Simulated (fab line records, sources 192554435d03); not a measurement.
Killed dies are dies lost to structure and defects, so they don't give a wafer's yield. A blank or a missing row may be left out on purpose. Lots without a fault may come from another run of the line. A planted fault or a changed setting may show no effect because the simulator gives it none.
fab line records | flow n5_finfet
record lots=10 wafers=30 last_day=20
route steps=1938 shown BEOL_M1@820 BEOL_M4@1111
lots that met no fault: from a run of the same line without faults
start_h: hours from the record's first day to the start of the lot's first wafer shown | wait_h: hours since the lot's step before | " the same as in the row above | L1.1+2: a row that stands for several wafers | - no value, or no start given | * or withheld: withheld | < > ~ a bound
route shown NAME@n: a module of which the file shows steps, and the number in the route of the first | usual: mean/standard deviation of fault-free wafers | same: alike in all rows | chamber/n: place in a boat | sites: the reading at each site | _std_site: their standard deviation | _edge_site: outer sites' mean less inner sites' | radius_mm: how far each site lies from the wafer's centre | mask NAME#n: copy n | behind: the tool/chamber that last shaped the wafer | hold: why the lot was held/for how many hours/how that ended | device: the transistor (n, p or np) that didn't switch | end of line: the same wafers' tests at the end of the route | a step without rows: its recipe alone | killed: dies lost to structure and defects at the first sort, not the wafer's yield | map: a wafer's dies, x killed, . not, _ none there
set.NAME: the setting as run; set.NAME@STEP: as run at that earlier step | model.NAME: the simulator's own value behind a step, which no gauge read
steps of the route over a sample of lots; a table a step, a row a wafer
services: from which hour (start_h, from the record's first day; less than 0 if before it) a tool's chamber was out of use, for how many hours, and why
## steps
# step N5_BEOL_M1_SPUTTER_86
# recipe material=Cu target_thk_a=45 temp_c=-20 chamber_pressure_pa=0.07 power_w=withheld time_s=8.29
# usual throttle_valve_pct=30.5/0.65
# columns lot.wafer tool chamber start_h wait_h throttle_valve_pct
L501.1 pvd_sputter-02 - 131.32 0.1 30.1
L501.4 " - " " 29.8
L501.6 " - " " 30.9
L503.2 pvd_sputter-02 - 142.84 0.1 29.6
L503.3 " - " " 30.2
L503.5 " - " " 30.8
L504.1 pvd_sputter-03 - 147.55 0.1 30.2
L504.4 " - " " 29.6
L504.5 " - " " 30.0
L508.1 pvd_sputter-03 - 183.00 0.1 29.8
L508.4 " - " " 30.6
L508.5 " - " " 30.6
L507.2 pvd_sputter-02 - 183.50 0.1 30.3
L507.3 " - " " 30.2
L507.6 " - " " 29.9
L511.2 pvd_sputter-03 - 191.27 0.1 30.7
L511.3 " - " " 29.4
L511.5 " - " " 30.9
L512.3 pvd_sputter-03 - 207.24 0.1 30.4
L512.4 " - " " 29.3
L512.5 " - " " 29.5
L513.1 pvd_sputter-01 - 208.30 0.1 30.2
L513.4 " - " " 30.9
L513.5 " - " " 30.3
L517.1 pvd_sputter-02 - 235.23 0.1 30.0
L517.5 " - " " 30.1
L517.6 " - " " 30.0
L524.1 pvd_sputter-01 - 292.91 0.1 31.7
L524.2 " - " " 31.6
L524.5 " - " " 31.3
# step N5_BEOL_M1_ANNEAL_87
# recipe temp_c=400 time_s=240 ambient=vacuum
# usual heater_power_w=822/52
# columns lot.wafer tool chamber start_h wait_h heater_power_w
L501.1 pvd_sputter-02 - 131.40 0.0 868
L501.4 " - " " 798
L501.6 " - " " 895
L503.2 pvd_sputter-02 - 142.92 0.0 791
L503.3 " - " " 877
L503.5 " - " " 856
L504.1 pvd_sputter-03 - 147.63 0.0 890
L504.4 " - " " 805
L504.5 " - " " 797
L508.1 pvd_sputter-03 - 183.08 0.0 828
L508.4 " - " " 885
L508.5 " - " " 762
L507.2 pvd_sputter-02 - 183.58 0.0 878
L507.3 " - " " 898
L507.6 " - " " 897
L511.2 pvd_sputter-03 - 191.35 0.0 743
L511.3 " - " " 834
L511.5 " - " " 780
L512.3 pvd_sputter-03 - 207.32 0.0 794
L512.4 " - " " 813
L512.5 " - " " 795
L513.1 pvd_sputter-01 - 208.38 0.0 841
L513.4 " - " " 845
L513.5 " - " " 831
L517.1 pvd_sputter-02 - 235.31 0.0 878
L517.5 " - " " 897
L517.6 " - " " 888
L524.1 pvd_sputter-01 - 292.99 0.0 722
L524.2 " - " " 801
L524.5 " - " " 729
# step N5_BEOL_M1_ANNEAL_89
# recipe temp_c=400 time_s=240 ambient=vacuum
# usual heater_power_w=824/51
# columns lot.wafer tool chamber start_h wait_h heater_power_w
L501.1 pvd_sputter-02 - 131.62 0.0 873
L501.4 " - " " 807
L501.6 " - " " 841
L503.2 pvd_sputter-02 - 143.14 0.0 790
L503.3 " - " " 879
L503.5 " - " " 864
L504.1 pvd_sputter-03 - 147.85 0.0 861
L504.4 " - " " 807
L504.5 " - " " 793
L508.1 pvd_sputter-03 - 183.30 0.0 826
L508.4 " - " " 896
L508.5 " - " " 742
L507.2 pvd_sputter-02 - 183.80 0.0 880
L507.3 " - " " 885
L507.6 " - " " 902
L511.2 pvd_sputter-03 - 191.57 0.0 720
L511.3 " - " " 826
L511.5 " - " " 765
L512.3 pvd_sputter-03 - 207.54 0.0 786
L512.4 " - " " 814
L512.5 " - " " 815
L513.1 pvd_sputter-01 - 208.60 0.0 857
L513.4 " - " " 825
L513.5 " - " " 865
L517.1 pvd_sputter-02 - 235.53 0.0 889
L517.5 " - " " 896
L517.6 " - " " 901
L524.1 pvd_sputter-01 - 293.21 0.0 753
L524.2 " - " " 818
L524.5 " - " " 744
# step N5_BEOL_M1_CO_CAP_55
# recipe material=Co target_thk_a=20 temp_c=200 precursor=CCTBA/H2 pressure_torr=30 time_s=102.1
# usual heater_power_outer_w=117/15 heater_power_w=227/28 run_length_s=124.8/0.42
# columns lot.wafer tool chamber start_h wait_h heater_power_outer_w heater_power_w run_length_s since_wet_clean_h
L501.1 cvd_co-01 2 133.30 0.0 117 222 125.5 434
L501.4 " 2 " " 114 223 125.2 -
L501.6 " 0 " " 121 231 125.1 -
L503.2 cvd_co-02 2 144.81 0.0 101 190 124.8 227
L503.3 " 0 " " 141 270 124.8 686
L503.5 " 1 " " 107 215 124.6 -
L504.1 cvd_co-02 1 149.66 0.0 109 220 124.2 1128
L504.4 " 2 " " 103 190 124.5 -
L504.5 " 0 " " 141 270 125.2 -
L508.1 cvd_co-02 1 185.16 0.0 108 217 124.6 1164
L508.4 " 2 " " 99 197 124.2 -
L508.5 " 1 " " 107 214 124.5 -
L507.2 cvd_co-01 0 185.76 0.0 124 231 124.9 946
L507.3 " 2 " " 117 227 125.1 486
L507.6 " 1 " " 110 212 124.7 -
L511.2 cvd_co-02 0 193.23 0.0 138 270 125.2 735
L511.3 " 1 " " 107 214 124.3 1172
L511.5 " 2 " " 99 196 124.8 -
L512.3 cvd_co-01 0 209.20 0.0 119 229 125.3 969
L512.4 " 0 " " 122 243 125.3 -
L512.5 " 2 " " 118 228 125.2 -
L513.1 cvd_co-02 2 210.27 0.0 100 192 75.0 292
L513.4 " 0 " " 136 278 75.6 -
L513.5 " 2 " " 100 189 124.7 -
L517.1 cvd_co-02 1 237.19 0.0 106 217 75.4 1216
L517.5 " 0 " " 140 268 125.6 -
L517.6 " 1 " " 108 214 124.9 -
L524.1 cvd_co-02 2 294.88 0.0 102 197 124.0 377
L524.2 " 0 " " 141 277 125.1 836
L524.5 " 1 " " 107 224 124.6 -
# step N5_BEOL_M4_RC_MEAS_101
# usual DIBL_N=36.6/1.1 DIBL_P=36.8/1.6 IOFF_N=0.169/0.024 IOFF_P=0.206/0.028 ION_N=679/9.2 ION_P=462/7 SS_N=71.6/0.57 SS_P=73.3/0.57 VT_N=248.8/2.4 VT_P=-251/3
# columns lot.wafer tool chamber start_h wait_h DIBL_N[mV/V] DIBL_P[mV/V] IOFF_N[nA/um] IOFF_P[nA/um] ION_N[uA/um] ION_P[uA/um] SS_N[mV/dec] SS_P[mV/dec] VT_N[mV] VT_P[mV]
L501.1 prober-02 0 193.26 0.0 36.5 36.2 0.161 0.177 674 462 70.6 73.1 248.3 -256
L501.4 " 0 " " 36.5 36.3 0.161 0.175 688 460 71.0 73.1 249.3 -255
L501.6 " 0 " " 34.9 33.7 0.131 0.148 659 453 70.3 72.7 254.6 -258
L503.2 prober-02 0 196.26 0.2 38.0 36.6 0.222 0.228 689 460 72.8 73.8 244.6 -247
L503.3 " 0 " " 35.2 33.2 0.158 0.176 684 460 71.6 72.5 246.5 -251
L503.5 " 0 " " 36.1 34.4 0.171 0.189 677 462 71.7 73.7 247.0 -251
L504.1 prober-01 0 224.32 0.0 35.8 35.8 0.138 0.190 671 462 71.0 73.5 252.2 -252
L504.4 " 0 " " 36.5 37.8 0.158 0.219 678 464 70.8 73.9 248.2 -252
L504.5 " 0 " " 36.6 37.3 0.155 0.197 674 463 70.9 72.4 248.5 -253
L508.1 prober-01 0 229.78 0.0 35.9 35.2 0.157 0.194 667 455 71.5 74.3 252.4 -250
L508.4 " 0 " " 34.6 34.0 0.146 0.183 668 458 71.5 73.1 249.2 -252
L508.5 " 0 " " 35.4 35.5 0.165 0.200 667 457 72.4 73.9 248.4 -252
L507.2 prober-01 0 233.59 0.2 37.4 38.7 0.190 0.251 677 464 71.4 73.9 244.4 -251
L507.3 " 0 " " 38.6 38.5 0.212 0.245 680 461 72.2 74.0 247.3 -246
L507.6 " 0 " " 37.8 38.2 0.190 0.239 691 466 71.9 74.2 246.7 -249
L511.2 prober-02 0 263.89 0.2 36.7 37.1 0.184 0.210 691 466 71.4 72.8 246.9 -250
L511.3 " 0 " " 35.2 36.1 0.150 0.196 685 469 71.6 72.7 250.8 -252
L511.5 " 0 " " 35.6 36.8 0.160 0.209 678 465 71.7 73.3 249.5 -250
L512.3 prober-01 0 264.19 0.3 36.8 36.2 0.164 0.212 688 469 71.3 73.0 247.4 -251
L512.4 " 0 " " 38.2 37.8 0.193 0.240 694 473 71.7 74.0 246.7 -249
L512.5 " 0 " " 36.5 35.4 0.152 0.204 671 458 71.6 73.1 248.8 -250
L513.1 prober-02 0 265.58 0.0 37.6 37.7 0.163 0.228 664 462 72.5 73.2 249.0 -248
L513.4 " 0 " " 38.2 38.5 0.178 0.236 679 469 71.9 73.2 251.6 -249
L513.5 " 0 " " 37.5 37.5 0.157 0.213 682 466 71.6 73.4 249.4 -248
L517.1 prober-01 0 299.44 0.0 35.0 33.5 0.128 0.166 667 454 70.8 72.3 254.6 -254
L517.5 " 0 " " 34.8 33.7 0.135 0.166 665 456 71.5 72.3 251.3 -255
L517.6 " 0 " " 35.8 34.4 0.142 0.176 667 458 71.3 73.0 251.5 -253
L524.1 prober-02 0 349.03 0.0 35.9 36.9 0.140 0.171 673 455 70.7 72.8 255.4 -252
L524.2 " 0 " " 36.3 37.3 0.143 0.179 675 460 71.4 72.9 252.2 -253
L524.5 " 0 " " 37.0 38.6 0.157 0.190 675 461 71.6 72.7 250.8 -252
## services
# columns tool chamber start_h hours kind
cvd_co-01 1 114.67 - clean
cvd_co-01 1 114.67 22.0 scheduled_down
cvd_co-01 1 114.67 22.0 vent_cycle
pvd_sputter-01 - 115.28 5.0 repair
pvd_sputter-01 - 137.31 1.3 repair
cvd_co-02 1 151.27 3.5 repair
cvd_co-01 - 155.57 2.8 repair
cvd_co-02 - 158.58 2.4 repair
pvd_sputter-03 - 164.50 2.8 repair
cvd_co-02 - 179.15 2.8 repair
cvd_co-01 - 210.62 0.6 repair
cvd_co-01 - 239.13 65.6 repair
cvd_co-02 2 266.37 19.5 repair
## key
first_sign step=N5_BEOL_M1_CO_CAP_55 reading=run_length_s direction=down sigmas=99+ usual=* struck=*
effect none on later readings
met_at N5_BEOL_M1_CO_CAP_55
struck_lots L513,L517
struck_wafers L513.1,L513.4,L517.1
not_acting_at N5_BEOL_M1_SPUTTER_86,N5_BEOL_M1_ANNEAL_87,N5_BEOL_M1_ANNEAL_89
onset_between 193.23 210.27
fault kind=process_parameter_drift tool=cvd_co-02 chamber=- onset_h=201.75 steps=N5_BEOL_M1_CO_CAP_55 channel=time_s offset=* shape=step end_h=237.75 scope=struck_wafers_only acts_in=* stated=*
